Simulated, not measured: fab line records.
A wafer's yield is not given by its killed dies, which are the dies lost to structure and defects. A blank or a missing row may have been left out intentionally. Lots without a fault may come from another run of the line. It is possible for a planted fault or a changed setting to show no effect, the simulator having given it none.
Comparing a struck lot with a sound one | flow n5-finfet | 33 out of 1938 route steps
Sound: these wafers, L277.2, L277.5, L277.6. Wafers L265.2, L265.3, L265.6 were the ones struck. The cause is given at the end.
For every step that has rows: the tool of each side, followed by ch and its chambers, followed by its first start. Under that, the readings that differ: sound wafers | struck wafers | difference of the means | sigmas: that difference in standard deviations of wafers without a fault.
alike: readings whose means differ by less than 2 such deviations, and words and numbers that are the same on both sides. not compared: withheld readings, readings that some wafer has no value for, bounds like >300 that may hide the same value, and numbers for which the record gives no deviation and whose values overlap.
Wherever a step has rows on one side only, a row that says differs or no value, or a row with sigmas, the two part there. When numbers do not overlap yet have no deviation, they are printed without sigmas and do not part them. Lack of a reading on every wafer of one side parts them only where that side has two or more wafers.

first, 10 steps without rows for these wafers: N5_BEOL_M1_ETCH_41 (etches SiCN in CH3F/O2, target depth 31.9 nm, time 57.8 s); N5_BEOL_M1_STRIP_97 (strips in N2/H2, time 10 s); N5_BEOL_M1_HM_STRIP_39 (strips TiN in peroxide tin strip, target depth 25 nm, time 158 s); N5_BEOL_M1_SRD_40 (time 30 s); N5_BEOL_M1_PRECLEAN_42 (cleans in residue remover, time 60 s); N5_BEOL_M1_SRD_43 (time 30 s); N5_BEOL_M1_DEGAS_44 (time 60 s); N5_BEOL_M1_PRE_CLEAN_45 (time 30 s); N5_BEOL_M1_ALD_84 (deposits TaN, pulse time 2 s, purge time 3 s, co reactant purge time 2 s); N5_BEOL_M1_SURFACE_TREAT_85.
N5_BEOL_M1_CVD_47: deposits Co from CCTBA/H2, target thk 3 nm, time 223.8 s.
  sound on cvd-co-01 ch 1,2, day 11 15:19; struck on cvd-co-02 ch 0,1, day 8 13:40
  no value came back on the struck wafers for chamber-pressure-Torr (Torr), run-length-s (s); on the sound wafers chamber-pressure-Torr (Torr) reads 29.99 30.02 29.99
then, 19 steps without rows for these wafers: N5_BEOL_M1_SPUTTER_48 (material Cu, target thk 4.5 nm, time 8.29 s); N5_BEOL_M1_ANNEAL_49 (time 240 s); N5_BEOL_M1_SPUTTER_79 (material Cu, target thk 4.5 nm, time 8.29 s); N5_BEOL_M1_ANNEAL_80 (time 240 s); N5_BEOL_M1_SPUTTER_81 (material Cu, target thk 4.5 nm, time 8.29 s); N5_BEOL_M1_ANNEAL_82 (time 240 s); N5_BEOL_M1_SPUTTER_86 (material Cu, target thk 4.5 nm, time 8.29 s); N5_BEOL_M1_ANNEAL_87 (time 240 s); N5_BEOL_M1_SPUTTER_88 (material Cu, target thk 4.5 nm, time 8.29 s); N5_BEOL_M1_ANNEAL_89 (time 240 s); N5_BEOL_M1_SPUTTER_90 (material Cu, target thk 4.5 nm, time 8.29 s); N5_BEOL_M1_ANNEAL_91 (time 240 s); N5_BEOL_M1_SPUTTER_92 (material Cu, target thk 4.5 nm, time 8.29 s); N5_BEOL_M1_ANNEAL_93 (time 240 s); N5_BEOL_M1_SPUTTER_94 (material Cu, target thk 4.5 nm, time 8.29 s); N5_BEOL_M1_ANNEAL_95 (time 240 s); N5_BEOL_M1_SPUTTER_96 (material Cu, target thk 4.5 nm, time 8.29 s); N5_BEOL_M1_ECD_50 (material Cu, target thk 300 nm); N5_BEOL_M1_ANNEAL_51 (time 90 s).
N5_BEOL_M1_CMP_52: polishes, stops on SiOC, t overpolish 6.8 s, target thk 40 nm.
  sound on cmp-04 ch 0,1,3, day 11 17:53; struck on cmp-01 ch 0,3, day 8 16:33
  reading                                | sound          | struck         | difference | sigmas
  barrier-field-endpoint-s (s)           | 24.5 25.1 25.0 | 20.5 21.2 20.8 | -4.0       | -6
  model.Cu_of_BEOL_M1_ECD_50.thk-nm (nm) | 39.8 39.2 40.8 | 42.6 42.6 42.8 | +2.7       |
  alike: motor-current-A
N5_BEOL_M4_RC_MEAS_101:
  the record has rows for the sound wafers here (prober-01 ch 0, day 14 06:01) and none for the struck ones
-- here the record skips 7 days between the struck wafers' starts before and after, leaving off in module BEOL_M4 and picking up in module PASSIVATION (first step shown: number 1936 of the route) --
N5_PASSIVATION_PROBE_49:
  only the struck wafers here have rows in the record (prober-02, day 15 06:56); the sound ones have none

== WHERE THEY PART ==
At N5_BEOL_M1_CVD_47 first; at N5_PASSIVATION_PROBE_49 last (within this record only).

WHY: whatever the simulator had introduced
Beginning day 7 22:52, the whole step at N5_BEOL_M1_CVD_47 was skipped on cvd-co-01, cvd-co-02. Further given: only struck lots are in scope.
